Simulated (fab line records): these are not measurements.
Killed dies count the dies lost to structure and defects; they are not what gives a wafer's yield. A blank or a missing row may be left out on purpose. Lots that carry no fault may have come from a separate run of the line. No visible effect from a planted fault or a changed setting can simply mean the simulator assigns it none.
Chamber matching :: flow nand harc :: NHARC_A_BLC_CMP_25 on cmp-02 has 4 sister chambers
The step polishes, t overpolish 30 s, target thk 150 nm. 8 wafers are shown with their chamber, then 8 later ones without.

WAFERS WITH THEIR CHAMBER
wafer: L074.2
chamber: 0
motor current A (A): 11.1
time to endpoint s (s): 29.2

wafer: L081.3
chamber: 2
motor current A (A): 12.6
time to endpoint s (s): 27.8

wafer: L083.2
chamber: 1
motor current A (A): 11.3
time to endpoint s (s): 31.9

wafer: L083.5
chamber: 3
motor current A (A): 12.7
time to endpoint s (s): 30.4

wafer: L085.2
chamber: 3
motor current A (A): 13.4
time to endpoint s (s): 29.4

wafer: L085.3
chamber: 2
motor current A (A): 12.1
time to endpoint s (s): 31.2

wafer: L085.4
chamber: 1
motor current A (A): 11.7
time to endpoint s (s): 29.9

wafer: L086.2
chamber: 0
motor current A (A): 11.4
time to endpoint s (s): 31.5

WAFERS WITH NO CHAMBER GIVEN
wafer: L086.3
motor current A (A): 11.3
time to endpoint s (s): 31.2

wafer: L086.5
motor current A (A): 13.1
time to endpoint s (s): 31.6

wafer: L089.1
motor current A (A): 10.9
time to endpoint s (s): 29.6

wafer: L089.2
motor current A (A): 11.6
time to endpoint s (s): 30.0

wafer: L089.4
motor current A (A): 12.8
time to endpoint s (s): 29.9

wafer: L097.1
motor current A (A): 12.8
time to endpoint s (s): 26.3

wafer: L097.4
motor current A (A): 12.6
time to endpoint s (s): 23.5

wafer: L097.5
motor current A (A): 11.4
time to endpoint s (s): 30.5

THE CHAMBER EACH PASSED THROUGH
wafer: L086.3
from the rows above: can't be placed: 0 or 1
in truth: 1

wafer: L086.5
from the rows above: can't be placed: 3 or 2
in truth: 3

wafer: L089.1
from the rows above: can't be placed: 0 or 1
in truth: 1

wafer: L089.2
from the rows above: can't be placed: 1 or 0 or 2
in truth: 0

wafer: L089.4
from the rows above: can't be placed: 3 or 2
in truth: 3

wafer: L097.1
from the rows above: can't be placed: 3 or 2
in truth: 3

wafer: L097.4
from the rows above: can't be placed: 2 or 3 or 1 or 0
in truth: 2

wafer: L097.5
from the rows above: can't be placed: 1 or 0
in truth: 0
Correct placement for 0 of the 8. Not placeable from these rows: 8 (in 8, the candidates include the true chamber). Wrongly placed: 0.
How it was worked out, from the rows above alone: a wafer's distance from a chamber is the root of the sum, over the readings, of the square of ((its reading less the chamber's mean) divided by the reading's scatter). The wafer belongs to the nearest chamber; if the next one is less than 2 further off, it can't be placed. The mean given for a chamber averages the wafers shown for that chamber. The scatter: the root of (the sum of the squares of (reading less its chamber's mean) over the shown wafers, divided by (wafers less chambers)).
